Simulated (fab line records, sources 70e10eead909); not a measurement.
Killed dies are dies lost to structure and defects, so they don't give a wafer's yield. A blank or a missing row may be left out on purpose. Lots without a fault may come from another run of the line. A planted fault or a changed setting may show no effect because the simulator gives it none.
A struck lot beside a sound one | flow nand_harc | 15 steps out of a route of 1302
Sound: wafers L719.1, L719.2, L719.4. Struck: wafers L728.3, L728.5, L728.6. The cause comes at the end.
At each step with rows: each side's tool, then ch and its chambers, then its first start. Under that, the readings that differ: sound wafers | struck wafers | difference of the means | sigmas: that difference in standard deviations of wafers without a fault.
alike: readings whose means differ by less than 2 such deviations, and words and numbers that are the same on both sides. not compared: withheld readings, readings that some wafer has no value for, bounds like >300 that may hide the same value, and numbers for which the record gives no deviation and whose values overlap.
The two part at a step that has a row with sigmas, a row that says differs or no value, or rows on one side only. Numbers that don't overlap but have no deviation are shown without sigmas and don't part them. A reading that every wafer of one side lacks parts them only if that side has two wafers or more.

NHARC_A_DECK1_JOINT_CMP_02: polishes SiOx.
  sound on cmp-03 ch 0,1,3, day 13 12:10; struck on cmp-02 ch 1,2, day 17 09:59
  alike: motor_current_A
then, 1 step without rows for these wafers: NHARC_A_DECK1_JOINT_SRD_15.
NHARC_A_DECK1_JOINT_DEP_16: deposits SiO2, target thk 45 nm.
  sound on pecvd-04 ch 0,1, day 13 12:33; struck on pecvd-04 ch 0,1,2, day 17 10:26
  alike: heater_power_outer_w, heater_power_w, throttle_valve_pct
  not compared: since_wet_clean_h
NHARC_A_DECK1_JOINT_THK_MEAS_17: measures by ellipsometry.
  sound on film_metro-02, day 13 12:50; struck on film_metro-01, day 17 10:40
  reading     | sound          | struck         | difference | sigmas
  thk_nm (nm) | 48.2 44.9 44.9 | 44.9 42.5 44.0 | -2.2       | -2
NHARC_A_DECK1_JOINT_INSPECT_05:
  sound on defect_inspect-02, day 13 12:52; struck on defect_inspect-01, day 17 10:41
  alike: raw_defect_count
then, 1 step without rows for these wafers: NHARC_A_ONON_D2_DEP_00 (target thk 1000 nm).
NHARC_A_ONON_D2_THK_MEAS_02: measures by ellipsometry.
  sound on film_metro-01, day 13 13:26; struck on film_metro-02, day 17 11:17
  alike: thk_nm
then, 1 step without rows for these wafers: NHARC_A_ONON_D2_DEP_03 (target thk 1000 nm).
NHARC_A_ONON_D2_THK_MEAS_05: measures by ellipsometry.
  sound on film_metro-01, day 13 14:01; struck on film_metro-02, day 17 11:52
  alike: thk_nm
then, 1 step without rows for these wafers: NHARC_A_ONON_D2_DEP_06 (target thk 1000 nm).
NHARC_A_ONON_D2_THK_MEAS_08: measures by ellipsometry.
  sound on film_metro-02, day 13 14:34; struck on film_metro-01, day 17 12:25
  reading     | sound          | struck      | difference | sigmas
  thk_nm (nm) | 1015 1015 1018 | 998 999 998 | -18        | -2
NHARC_A_ONON_D2_DEP_09: target thk 1000 nm.
  sound on pecvd_onon-02 ch 0, day 13 14:38; struck on pecvd_onon-01 ch 0, day 17 12:35
NHARC_A_ONON_D2_THK_MEAS_11: measures by ellipsometry.
  sound on film_metro-01, day 13 15:08; struck on film_metro-01, day 17 12:59
  reading     | sound       | struck         | difference | sigmas
  thk_nm (nm) | 991 992 989 | 1042 1041 1043 | +51        | +6
then, 1 step without rows for these wafers: NHARC_A_ONON_D2_DEP_12 (target thk 1000 nm).
-- the record jumps here: 12 days lie between the struck wafers' starts before and after (it left off in module A_ONON_D2 and takes up again in module END, whose first step shown is number 1302 of the route) --
NHARC_END_SORT_01:
  the record has rows for the struck wafers here (prober-02 ch 0, day 29 17:02) and none for the sound ones

WHERE THEY PART
First at NHARC_A_DECK1_JOINT_THK_MEAS_17; last, within this record, at NHARC_END_SORT_01.

WHY: what the simulator had put in
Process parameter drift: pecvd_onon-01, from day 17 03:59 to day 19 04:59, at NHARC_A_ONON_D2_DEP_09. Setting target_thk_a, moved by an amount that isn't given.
